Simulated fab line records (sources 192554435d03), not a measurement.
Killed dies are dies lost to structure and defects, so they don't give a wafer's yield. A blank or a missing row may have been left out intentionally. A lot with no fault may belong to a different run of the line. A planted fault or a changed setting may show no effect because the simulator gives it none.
Chamber matching | flow n5Finfet | pecvd-02 running N5_BEOL_M5_PECVD_70: 3 sister chambers
The step deposits SiO2 from TEOS/O2, target thk 16 nm, time 18 s. 24 wafers are shown with their chamber, then 12 later ones without.

== WAFERS PAIRED WITH THEIR CHAMBERS ==
wafer  | chamber | showerheadPlenumPTorr (Torr) | throttleValvePct (%) | heaterPowerOuterW (W)
L074.2 | 0       | 8.77                         | 22.2                 | 491
L074.4 | 0       | 8.79                         | 22.3                 | 478
L074.6 | 2       | 8.67                         | 21.3                 | 412
L082.4 | 1       | 8.90                         | 22.8                 | 444
L082.5 | 2       | 8.66                         | 21.4                 | 329
L082.6 | 0       | 8.75                         | 22.5                 | 470
L083.4 | 2       | 8.67                         | 21.5                 | 399
L083.5 | 0       | 8.76                         | 22.1                 | 477
L083.6 | 1       | 8.90                         | 22.4                 | 384
L086.1 | 0       | 8.77                         | 22.1                 | 500
L086.3 | 2       | 8.67                         | 21.5                 | 394
L086.5 | 2       | 8.67                         | 21.4                 | 382
L087.1 | 0       | 8.78                         | 22.1                 | 498
L087.3 | 1       | 8.91                         | 22.6                 | 386
L087.6 | 1       | 8.92                         | 22.6                 | 386
L090.1 | 0       | 8.78                         | 22.2                 | 505
L090.3 | 2       | 8.66                         | 21.5                 | 400
L090.5 | 2       | 8.68                         | 21.5                 | 407
L091.3 | 2       | 8.68                         | 21.6                 | 392
L091.5 | 2       | 8.69                         | 21.4                 | 380
L091.6 | 1       | 8.92                         | 22.6                 | 387
L093.2 | 1       | 8.91                         | 22.7                 | 457
L093.3 | 0       | 8.76                         | 22.0                 | 445
L093.5 | 2       | 8.70                         | 21.4                 | 416

SIGNATURES (averages over the wafers above)
reading               | chamber 0 | chamber 1 | chamber 2 | scatter within a chamber
showerheadPlenumPTorr | 8.7700    | 8.9100    | 8.6750    | 0.0121
throttleValvePct      | 22.188    | 22.617    | 21.450    | 0.124
heaterPowerOuterW     | 483.00    | 407.33    | 391.10    | 25.8
Rule: a wafer lies at a distance from a chamber equal to the root of the sum of squares, over the readings, of (its reading less the chamber's mean, divided by the reading's scatter). The wafer belongs to the nearest chamber; if the next one is less than 2 further off, it can't be placed. How the scatter is found: for the shown wafers, subtract from each reading the mean of its chamber, square and add these, divide the total by (wafers less chambers), then take the root.

== WAFERS WITHOUT THEIR CHAMBER ==
wafer  | showerheadPlenumPTorr (Torr) | throttleValvePct (%) | heaterPowerOuterW (W)
L092.2 | 8.78                         | 22.3                 | 491
L092.3 | 8.92                         | 22.7                 | 381
L092.6 | 8.78                         | 22.4                 | 497
L094.1 | 8.69                         | 21.8                 | 337
L094.5 | 8.94                         | 22.6                 | 465
L094.6 | 8.76                         | 22.2                 | 489
L095.1 | 8.67                         | 21.5                 | 364
L095.4 | 8.76                         | 21.9                 | 479
L095.5 | 8.68                         | 21.8                 | 359
L097.2 | 8.79                         | 22.1                 | 505
L097.3 | 8.66                         | 21.7                 | 312
L097.5 | 8.76                         | 22.1                 | 503

== CHAMBER TAKEN BY EACH ==
wafer  | from the rows above | in truth
L092.2 | 0                   | 0
L092.3 | 1                   | 1
L092.6 | 0                   | 0
L094.1 | 2                   | 2
L094.5 | 1                   | 1
L094.6 | 0                   | 0
L095.1 | 2                   | 2
L095.4 | 0                   | 0
L095.5 | 2                   | 2
L097.2 | 0                   | 0
L097.3 | 2                   | 2
L097.5 | 0                   | 0
Placed correctly: 12 of 12. Number that these rows cannot place: 0. Placed wrongly: 0.
